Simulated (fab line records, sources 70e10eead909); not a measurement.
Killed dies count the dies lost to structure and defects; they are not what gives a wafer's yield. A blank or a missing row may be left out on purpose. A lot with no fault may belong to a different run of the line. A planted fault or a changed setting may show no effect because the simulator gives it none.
fab line records	flow nandHarc
[record] lots = 6	wafers = 18	lastDay = 34
route steps=1302 shown A_DECK1_JOINT@544 A_ONON_D2@545 END@1302
lots with no fault: from the same line, run without faults
startH: the number of hours between the record's first day and the start of the first shown wafer of the lot	waitH: how many hours have passed since the lot's step before this one	" identical to the entry in the row above	L1.1+2: one row covering several wafers at once	- no value, or no start given	* or withheld: withheld	< > ~ a bound
route shown NAME@n: NAME is a module with steps in the file, n the number in the route of the first one	usual: mean/standard deviation of fault-free wafers	same: alike in all rows	chamber/n: place in a boat	sites: readings site by site	_std_site: standard deviation across them	_edge_site: outer sites' mean less inner sites'	radiusMm: for every site, how far away it sits from the centre of the wafer	mask NAME#n: copy n	behind: the tool/chamber that last shaped the wafer	hold: why the lot went on hold/how many hours it stayed there/how the hold came to an end	device: names the non-switching transistor (n, p or np)	end of line: at the end of the route, the tests of the same wafers	where a step has no rows: the recipe by itself	killed: at the first sort, the dies lost to defects and structure; wafer yield is something else	map: the dies of a wafer, with x for killed, . for not killed, _ for no die there
set.NAME: the setting the step ran with; set.NAME@STEP: the setting that earlier step ran with	model.NAME: the simulator's own value behind a step, which no gauge read
certain route steps with their lots: each step a table, each wafer a row
services: the hour from which a tool's chamber was out of use, counted from the record's first day as startH (under 0 if before that day), plus the number of hours and why
[[steps]]
[step NHARC_A_DECK1_JOINT_INSPECT_05]
[usual] rawDefectCount = 315/130
lot.wafer	tool	chamber	startH	waitH	rawDefectCount
L828.1	defectInspect-01	-	291.41	0.0	259
L828.2	"	-	"	"	515
L828.6	"	-	"	"	409
L840.2	defectInspect-02	-	392.90	0.0	205
L840.3	"	-	"	"	260
L840.4	"	-	"	"	283
L843.1	defectInspect-02	-	413.90	0.0	121
L843.4	"	-	"	"	182
L843.5	"	-	"	"	182
L849.1	defectInspect-01	-	495.91	0.0	252
L849.2	"	-	"	"	244
L849.5	"	-	"	"	365
L850.2	defectInspect-02	-	495.93	0.0	502
L850.4	"	-	"	"	272
L850.5	"	-	"	"	189
L851.3	defectInspect-01	-	501.50	0.0	190
L851.4	"	-	"	"	247
L851.6	"	-	"	"	195
[step NHARC_A_ONON_D2_DEP_00]
[recipe] targetThkA = 10000	n2FlowSccm = 2750	n2oFlowSccm = 2000	nh3FlowSccm = 500	sih4FlowSccm = 210	tempC = 400
[step NHARC_A_ONON_D2_THK_MEAS_02]
[recipe] thkMeasGauge = ellipsometry
[usual] thkNm = 998/12
lot.wafer	tool	chamber	startH	waitH	thkNm
L828.1	filmMetro-01	-	291.99	-	1008
L828.2	"	-	"	"	1008
L828.6	"	-	"	"	1008
L840.2	filmMetro-02	-	393.47	-	995
L840.3	"	-	"	"	994
L840.4	"	-	"	"	991
L843.1	filmMetro-02	-	414.77	-	996
L843.4	"	-	"	"	994
L843.5	"	-	"	"	996
L849.1	filmMetro-01	-	496.49	-	999
L849.2	"	-	"	"	999
L849.5	"	-	"	"	999
L850.2	filmMetro-02	-	496.51	-	1023
L850.4	"	-	"	"	1022
L850.5	"	-	"	"	1024
L851.3	filmMetro-01	-	502.07	-	995
L851.4	"	-	"	"	995
L851.6	"	-	"	"	994
[step NHARC_A_ONON_D2_DEP_03]
[recipe] targetThkA = 10000	n2FlowSccm = 2750	n2oFlowSccm = 2000	nh3FlowSccm = 500	sih4FlowSccm = 210	tempC = 400
[step NHARC_A_ONON_D2_THK_MEAS_05]
[recipe] thkMeasGauge = ellipsometry
[usual] thkNm = 1001/8.4
lot.wafer	tool	chamber	startH	waitH	thkNm
L828.1	filmMetro-02	-	292.55	-	979
L828.2	"	-	"	"	982
L828.6	"	-	"	"	978
L840.2	filmMetro-01	-	394.04	-	991
L840.3	"	-	"	"	992
L840.4	"	-	"	"	994
L843.1	filmMetro-01	-	415.48	-	991
L843.4	"	-	"	"	992
L843.5	"	-	"	"	992
L849.1	filmMetro-01	-	497.06	-	1014
L849.2	"	-	"	"	1015
L849.5	"	-	"	"	1014
L850.2	filmMetro-02	-	497.08	-	998
L850.4	"	-	"	"	998
L850.5	"	-	"	"	996
L851.3	filmMetro-01	-	502.63	-	1005
L851.4	"	-	"	"	1005
L851.6	"	-	"	"	1004
[step NHARC_A_ONON_D2_DEP_06]
[recipe] targetThkA = 10000	n2FlowSccm = 2750	n2oFlowSccm = 2000	nh3FlowSccm = 500	sih4FlowSccm = 210	tempC = 400
[step NHARC_A_ONON_D2_THK_MEAS_08]
[recipe] thkMeasGauge = ellipsometry
[usual] thkNm = 997/13
lot.wafer	tool	chamber	startH	waitH	thkNm
L828.1	filmMetro-02	-	293.12	-	989
L828.2	"	-	"	"	989
L828.6	"	-	"	"	989
L840.2	filmMetro-02	-	394.61	-	1005
L840.3	"	-	"	"	1007
L840.4	"	-	"	"	1006
L843.1	filmMetro-02	-	416.17	-	1005
L843.4	"	-	"	"	1003
L843.5	"	-	"	"	1001
L849.1	filmMetro-02	-	497.63	-	986
L849.2	"	-	"	"	987
L849.5	"	-	"	"	986
L850.2	filmMetro-02	-	497.65	-	1014
L850.4	"	-	"	"	1015
L850.5	"	-	"	"	1017
L851.3	filmMetro-01	-	503.20	-	1006
L851.4	"	-	"	"	1007
L851.6	"	-	"	"	1006
[step NHARC_A_ONON_D2_DEP_09]
[recipe] targetThkA = 10000	n2FlowSccm = 2750	n2oFlowSccm = 2000	nh3FlowSccm = 500	sih4FlowSccm = 210	tempC = 400
[step NHARC_A_ONON_D2_THK_MEAS_11]
[recipe] thkMeasGauge = ellipsometry
[usual] thkNm = 1000/11
lot.wafer	tool	chamber	startH	waitH	thkNm
L828.1	filmMetro-02	-	293.69	-	994
L828.2	"	-	"	"	992
L828.6	"	-	"	"	993
L840.2	filmMetro-01	-	395.18	-	997
L840.3	"	-	"	"	999
L840.4	"	-	"	"	998
L843.1	filmMetro-01	-	416.74	-	1006
L843.4	"	-	"	"	1006
L843.5	"	-	"	"	1008
L849.1	filmMetro-01	-	498.20	-	997
L849.2	"	-	"	"	997
L849.5	"	-	"	"	997
L850.2	filmMetro-02	-	498.48	-	998
L850.4	"	-	"	"	999
L850.5	"	-	"	"	998
L851.3	filmMetro-02	-	503.76	-	1023
L851.4	"	-	"	"	1025
L851.6	"	-	"	"	1026
[step NHARC_A_ONON_D2_DEP_12]
[recipe] targetThkA = 10000	n2FlowSccm = 2750	n2oFlowSccm = 2000	nh3FlowSccm = 500	sih4FlowSccm = 210	tempC = 400
[step NHARC_A_ONON_D2_THK_MEAS_14]
[recipe] thkMeasGauge = ellipsometry
[usual] thkNm = 999/12
lot.wafer	tool	chamber	startH	waitH	thkNm
L828.1	filmMetro-02	-	294.26	-	1012
L828.2	"	-	"	"	1013
L828.6	"	-	"	"	1013
L840.2	filmMetro-01	-	395.75	-	993
L840.3	"	-	"	"	991
L840.4	"	-	"	"	993
L843.1	filmMetro-01	-	417.31	-	998
L843.4	"	-	"	"	999
L843.5	"	-	"	"	999
L849.1	filmMetro-02	-	498.76	-	1008
L849.2	"	-	"	"	1009
L849.5	"	-	"	"	1009
L850.2	filmMetro-01	-	499.11	-	1005
L850.4	"	-	"	"	1005
L850.5	"	-	"	"	1006
L851.3	filmMetro-02	-	504.33	-	998
L851.4	"	-	"	"	999
L851.6	"	-	"	"	1001
[step NHARC_A_ONON_D2_ANNEAL_15]
[recipe] tempC = 750	timeS = 3600
[step NHARC_A_ONON_D2_DEP_16]
[recipe] targetThkA = 10000	n2FlowSccm = 2750	n2oFlowSccm = 2000	nh3FlowSccm = 500	sih4FlowSccm = 210	tempC = 400
[usual] n2oFlowSccm = 2000/6.3	susceptorTempC = 400.00/0.21
lot.wafer	tool	chamber	startH	waitH	n2oFlowSccm	susceptorTempC
L828.1	pecvdOnon-01	0	301.79	0.4	2000	399.98
L828.2	"	0	"	"	1996	400.10
L828.6	"	0	"	"	1996	399.82
L840.2	pecvdOnon-03	0	403.06	0.4	2005	399.82
L840.3	"	0	"	"	2004	399.99
L840.4	"	0	"	"	2012	399.66
L843.1	pecvdOnon-03	0	424.50	0.4	2002	400.07
L843.4	"	0	"	"	2011	399.94
L843.5	"	0	"	"	2010	399.61
L849.1	pecvdOnon-03	0	506.13	0.4	1991	400.28
L849.2	"	0	"	"	1992	400.28
L849.5	"	0	"	"	2000	400.28
L850.2	pecvdOnon-01	0	506.19	0.4	1996	399.92
L850.4	"	0	"	"	1998	400.26
L850.5	"	0	"	"	1994	400.23
L851.3	pecvdOnon-01	0	513.58	0.5	1990	400.10
L851.4	"	0	"	"	1993	399.83
L851.6	"	0	"	"	2001	399.92
[step NHARC_A_ONON_D2_THK_MEAS_18]
[recipe] thkMeasGauge = ellipsometry
[usual] thkNm = 1000/9.5
lot.wafer	tool	chamber	startH	waitH	hold	thkNm
L828.1	filmMetro-02	-	302.31	-	-	1004
L828.2	"	-	"	"	-	1004
L828.6	"	-	"	"	-	1003
L840.2	filmMetro-02	-	403.51	-	awaitDispo/0.2h/release	1503
L840.3	"	-	"	"	awaitDispo/0.2h/release	996
L840.4	"	-	"	"	awaitDispo/0.2h/release	1503
L840.2	filmMetro-02	-	403.68	0.2	-	1503
L840.3	"	-	"	"	-	996
L840.4	"	-	"	"	-	1505
L843.1	filmMetro-02	-	425.01	-	awaitDispo/0.2h/release	1013
L843.4	"	-	"	"	awaitDispo/0.2h/release	1521
L843.5	"	-	"	"	awaitDispo/0.2h/release	1015
L843.1	filmMetro-02	-	425.18	0.2	-	1014
L843.4	"	-	"	"	-	1521
L843.5	"	-	"	"	-	1015
L850.2	filmMetro-01	-	506.63	-	-	1003
L850.4	"	-	"	"	-	1005
L850.5	"	-	"	"	-	1006
L849.1	filmMetro-02	-	506.64	-	-	998
L849.2	"	-	"	"	-	997
L849.5	"	-	"	"	-	997
L851.3	filmMetro-02	-	513.97	-	-	1000
L851.4	"	-	"	"	-	1000
L851.6	"	-	"	"	-	1000
[step NHARC_END_SORT_01]
[recipe] tempC = 25
[usual] killedAtArray = 41/10	killedAtOther = 0.8/0.91	killedAtPeriphery = 4.2/2.9	killedDies = 46/10	killedOpen = 3.5/2.1	killedShort = 2.5/1.6
[same] grossDies = 677
lot.wafer	tool	chamber	startH	waitH	hold	killedAtArray	killedAtOther	killedAtPeriphery	killedDies	killedOpen	killedShort
L840.2	prober-02	0	673.65	2.8	awaitDispo/22.4h/release	674	1	2	677	2	0
L840.3	prober-02	0	674.44	3.1	awaitDispo/22.4h/release	29	1	4	34	5	2
L840.4	prober-02	0	675.24	3.4	awaitDispo/22.4h/release	676	1	0	677	4	0
L843.1	prober-02	0	700.50	2.5	awaitDispo/3.5h/release	28	1	2	31	4	6
L843.4	prober-02	0	702.94	3.4	awaitDispo/3.5h/release	675	0	2	677	3	0
L843.5	prober-02	0	703.75	3.8	awaitDispo/3.5h/release	37	0	1	38	6	5
L851.3	prober-02	0	793.87	3.1	-	35	0	7	42	7	2
L851.4	prober-02	0	794.66	3.4	-	31	0	7	38	6	3
L851.6	prober-02	0	796.24	3.9	-	35	0	3	38	6	2
L849.1	prober-01	0	803.09	2.5	-	32	1	9	42	2	1
L849.2	prober-01	0	803.89	2.8	-	43	2	3	48	4	2
L849.5	prober-01	0	806.27	3.7	-	38	1	11	50	1	2
L850.2	prober-02	0	803.88	2.8	-	42	0	10	52	2	1
L850.4	prober-02	0	805.48	3.4	-	48	0	8	56	4	4
L850.5	prober-02	0	806.28	3.7	-	56	1	5	62	4	6
// killed by level:class
L840.2 A_ONON_D2:areaDep=643 A_CHANNEL_HOLE_D1:chamberFilmFlake=16 A_CHANNEL_HOLE_D2:chamberFilmFlake=9 A_WL_FILL:chamberFilmFlake=3 A_CHANNEL_HOLE_D1:unspecified=2 P_CONTACT:geometricParticle:open=1 A_CHANNEL_FILL_D2:geometricParticle:open=1 P_STI:chamberFilmFlake=1
L840.3 A_CHANNEL_HOLE_D1:chamberFilmFlake=13 A_CHANNEL_HOLE_D2:chamberFilmFlake=11 P_CONTACT:geometricParticle:short=1 P_CONTACT:geometricParticle:open=1 P_M0:geometricParticle:open=1 P_M1:geometricParticle:open=1 A_CHANNEL_FILL_D1:geometricParticle:short=1 A_DECK1_JOINT:geometricParticle:open=1
L840.4 A_ONON_D2:areaDep=636 A_CHANNEL_HOLE_D1:chamberFilmFlake=19 A_CHANNEL_HOLE_D2:chamberFilmFlake=11 A_CHANNEL_HOLE_D1:unspecified=4 A_CHANNEL_FILL_D2:geometricParticle:open=2 A_WL_FILL:chamberFilmFlake=2 A_SGD_CUT:geometricParticle:open=1 A_M1:geometricParticle:open=1
L843.1 A_CHANNEL_HOLE_D2:chamberFilmFlake=7 A_CHANNEL_FILL_D1:geometricParticle:short=3 A_CHANNEL_HOLE_D1:chamberFilmFlake=3 A_SLIT:chamberFilmFlake=3 A_CHANNEL_FILL_D2:geometricParticle:open=2 A_CONTACT:chamberFilmFlake=2 P_CONTACT:geometricParticle:open=1 A_ONON_D1:geometricParticle:open=1
L843.4 A_ONON_D2:areaDep=641 A_CHANNEL_HOLE_D2:chamberFilmFlake=9 A_CONTACT:chamberFilmFlake=8 A_CHANNEL_HOLE_D1:chamberFilmFlake=5 A_CHANNEL_FILL_D2:chamberFilmFlake=4 A_STAIRCASE:chamberFilmFlake=4 A_DECK1_JOINT:chamberFilmFlake=2 P_CONTACT:geometricParticle:open=1
L843.5 A_CHANNEL_HOLE_D2:chamberFilmFlake=5 A_STAIRCASE:chamberFilmFlake=5 A_DECK1_JOINT:chamberFilmFlake=4 A_SLIT:chamberFilmFlake=4 A_CONTACT:chamberFilmFlake=4 A_CHANNEL_HOLE_D1:chamberFilmFlake=3 A_M0:geometricParticle:open=2 P_CONTACT:geometricParticle:open=1
L851.3 A_CHANNEL_HOLE_D2:chamberFilmFlake=8 A_SLIT:chamberFilmFlake=8 A_STAIRCASE:chamberFilmFlake=7 A_CONTACT:chamberFilmFlake=4 A_WL_FILL:chamberFilmFlake=3 A_BLC:geometricParticle:open=2 P_GATE:chamberFilmFlake=2 P_CONTACT:geometricParticle:short=1
L851.4 A_SLIT:chamberFilmFlake=14 A_CHANNEL_HOLE_D2:chamberFilmFlake=6 A_STAIRCASE:chamberFilmFlake=4 P_CONTACT:geometricParticle:open=2 A_CHANNEL_FILL_D2:geometricParticle:short=2 P_GATE:chamberFilmFlake=2 P_M0:geometricParticle:open=1 A_CHANNEL_FILL_D1:geometricParticle:open=1
L851.6 A_CHANNEL_HOLE_D2:chamberFilmFlake=13 A_SLIT:chamberFilmFlake=7 A_WL_FILL:chamberFilmFlake=4 A_CONTACT:chamberFilmFlake=4 A_STAIRCASE:chamberFilmFlake=2 P_STI:geometricParticle:open=1 P_GATE:geometricParticle:open=1 P_CONTACT:geometricParticle:open=1
L849.1 A_CONTACT:chamberFilmFlake=9 A_SLIT:chamberFilmFlake=8 A_CHANNEL_HOLE_D1:chamberFilmFlake=7 P_CONTACT:chamberFilmFlake=6 P_GATE:chamberFilmFlake=2 A_STAIRCASE:chamberFilmFlake=2 A_CHANNEL_FILL_D1:geometricParticle:open=1 A_CHANNEL_FILL_D2:geometricParticle:short=1
L850.2 A_SLIT:chamberFilmFlake=15 A_CONTACT:chamberFilmFlake=12 P_BONDPAD:chamberFilmFlake=6 A_CHANNEL_HOLE_D2:chamberFilmFlake=5 A_SGD_CUT:chamberFilmFlake=3 P_STI:chamberFilmFlake=2 A_CHANNEL_FILL_D2:chamberFilmFlake=2 A_CHANNEL_HOLE_D2:geometricParticle:short=1
L849.2 A_SLIT:chamberFilmFlake=23 A_CONTACT:chamberFilmFlake=6 A_CHANNEL_HOLE_D1:chamberFilmFlake=4 P_CONTACT:chamberFilmFlake=3 A_STAIRCASE:chamberFilmFlake=2 THIN_TSV:chamberFilmFlake=2 A_CHANNEL_HOLE_D1:geometricParticle:short=1 A_CHANNEL_FILL_D1:geometricParticle:short=1
L850.4 A_CONTACT:chamberFilmFlake=13 A_SLIT:chamberFilmFlake=12 A_CHANNEL_HOLE_D2:chamberFilmFlake=8 A_CHANNEL_FILL_D2:chamberFilmFlake=4 P_STI:chamberFilmFlake=3 A_CHANNEL_FILL_D2:geometricParticle:short=2 P_GATE:chamberFilmFlake=2 P_CONTACT:chamberFilmFlake=2
L849.5 A_CONTACT:chamberFilmFlake=11 A_SLIT:chamberFilmFlake=10 A_CHANNEL_HOLE_D1:chamberFilmFlake=8 P_CONTACT:chamberFilmFlake=5 P_ZERO_WELL:chamberFilmFlake=4 A_CHANNEL_HOLE_D2:chamberFilmFlake=4 P_CONTACT:geometricParticle:open=1 A_CHANNEL_HOLE_D1:geometricParticle:short=1
L850.5 A_CHANNEL_HOLE_D2:chamberFilmFlake=17 A_SLIT:chamberFilmFlake=16 A_CONTACT:chamberFilmFlake=9 A_M0:geometricParticle:short=2 P_BONDPAD:chamberFilmFlake=2 A_SGD_CUT:chamberFilmFlake=2 A_M1:chamberFilmFlake=2 P_STI:geometricParticle:open=1
// map L840.2 (x killed, . not)
____________x____________
_________xxxxxxx_________
_______xxxxxxxxxxx_______
______xxxxxxxxxxxxx______
_____xxxxxxxxxxxxxxx_____
____xxxxxxxxxxxxxxxxx____
____xxxxxxxxxxxxxxxxx____
___xxxxxxxxxxxxxxxxxxx___
___xxxxxxxxxxxxxxxxxxx___
__xxxxxxxxxxxxxxxxxxxxx__
__xxxxxxxxxxxxxxxxxxxxx__
_xxxxxxxxxxxxxxxxxxxxxxx_
_xxxxxxxxxxxxxxxxxxxxxxx_
_xxxxxxxxxxxxxxxxxxxxxxx_
_xxxxxxxxxxxxxxxxxxxxxxx_
_xxxxxxxxxxxxxxxxxxxxxxx_
xxxxxxxxxxxxxxxxxxxxxxxxx
xxxxxxxxxxxxxxxxxxxxxxxxx
xxxxxxxxxxxxxxxxxxxxxxxxx
xxxxxxxxxxxxxxxxxxxxxxxxx
xxxxxxxxxxxxxxxxxxxxxxxxx
_xxxxxxxxxxxxxxxxxxxxxxx_
_xxxxxxxxxxxxxxxxxxxxxxx_
_xxxxxxxxxxxxxxxxxxxxxxx_
_xxxxxxxxxxxxxxxxxxxxxxx_
_xxxxxxxxxxxxxxxxxxxxxxx_
__xxxxxxxxxxxxxxxxxxxxx__
__xxxxxxxxxxxxxxxxxxxxx__
___xxxxxxxxxxxxxxxxxxx___
___xxxxxxxxxxxxxxxxxxx___
____xxxxxxxxxxxxxxxxx____
____xxxxxxxxxxxxxxxxx____
_____xxxxxxxxxxxxxxx_____
______xxxxxxxxxxxxx______
_______xxxxxxxxxxx_______
_________xxxxxxx_________
____________x____________
// map L843.4 (x killed, . not)
____________x____________
_________xxxxxxx_________
_______xxxxxxxxxxx_______
______xxxxxxxxxxxxx______
_____xxxxxxxxxxxxxxx_____
____xxxxxxxxxxxxxxxxx____
____xxxxxxxxxxxxxxxxx____
___xxxxxxxxxxxxxxxxxxx___
___xxxxxxxxxxxxxxxxxxx___
__xxxxxxxxxxxxxxxxxxxxx__
__xxxxxxxxxxxxxxxxxxxxx__
_xxxxxxxxxxxxxxxxxxxxxxx_
_xxxxxxxxxxxxxxxxxxxxxxx_
_xxxxxxxxxxxxxxxxxxxxxxx_
_xxxxxxxxxxxxxxxxxxxxxxx_
_xxxxxxxxxxxxxxxxxxxxxxx_
xxxxxxxxxxxxxxxxxxxxxxxxx
xxxxxxxxxxxxxxxxxxxxxxxxx
xxxxxxxxxxxxxxxxxxxxxxxxx
xxxxxxxxxxxxxxxxxxxxxxxxx
xxxxxxxxxxxxxxxxxxxxxxxxx
_xxxxxxxxxxxxxxxxxxxxxxx_
_xxxxxxxxxxxxxxxxxxxxxxx_
_xxxxxxxxxxxxxxxxxxxxxxx_
_xxxxxxxxxxxxxxxxxxxxxxx_
_xxxxxxxxxxxxxxxxxxxxxxx_
__xxxxxxxxxxxxxxxxxxxxx__
__xxxxxxxxxxxxxxxxxxxxx__
___xxxxxxxxxxxxxxxxxxx___
___xxxxxxxxxxxxxxxxxxx___
____xxxxxxxxxxxxxxxxx____
____xxxxxxxxxxxxxxxxx____
_____xxxxxxxxxxxxxxx_____
______xxxxxxxxxxxxx______
_______xxxxxxxxxxx_______
_________xxxxxxx_________
____________x____________
[[services]]
tool	chamber	startH	hours	kind
pecvdOnon-01	-	287.94	5.8	repair
pecvdOnon-03	-	408.00	13.0	pm
pecvdOnon-01	-	451.64	13.0	pm
pecvdOnon-03	-	481.26	9.3	repair
[[key]]
[firstSign] step = NHARC_A_ONON_D2_THK_MEAS_18	reading = visit	direction = added
[effect] step = NHARC_A_ONON_D2_THK_MEAS_18	reading = thkNm	direction = up	sigmas = 53	usual = 1000	struck = 1509
[effect] step = NHARC_END_SORT_01	reading = killedDies	direction = up	sigmas = 63	usual = 46	struck = 677
[moreKillsBornAt] NHARC_A_ONON_D2_DEP_16@pecvdOnon-03 = 1920
metAt NHARC_A_ONON_D2_DEP_16
struckWafers L840.2,L840.4,L843.4
laterRowsLeftOut L840.2,L840.4,L843.4
testerLeftOut L840,L843
[fault] kind = processParameterDrift	tool = pecvdOnon-03	chamber = -	onsetH = 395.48	steps = NHARC_A_ONON_D2_DEP_16	channel = targetThkA	offset = *	shape = step	endH = 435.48	scope = struckWafersOnly	actsIn = *	stated = *
// testerLeftOut: of these lots the tester's yield and bins aren't shown, on N5 and GAA mostly nor the transistor test; their killed dies are dies lost to structure and defects alone, not to doping, threshold or leakage, so they don't give the yield
// laterRowsLeftOut: the simulator's readings of these wafers behind a module that went badly wrong aren't trusted and aren't shown, but for the sort
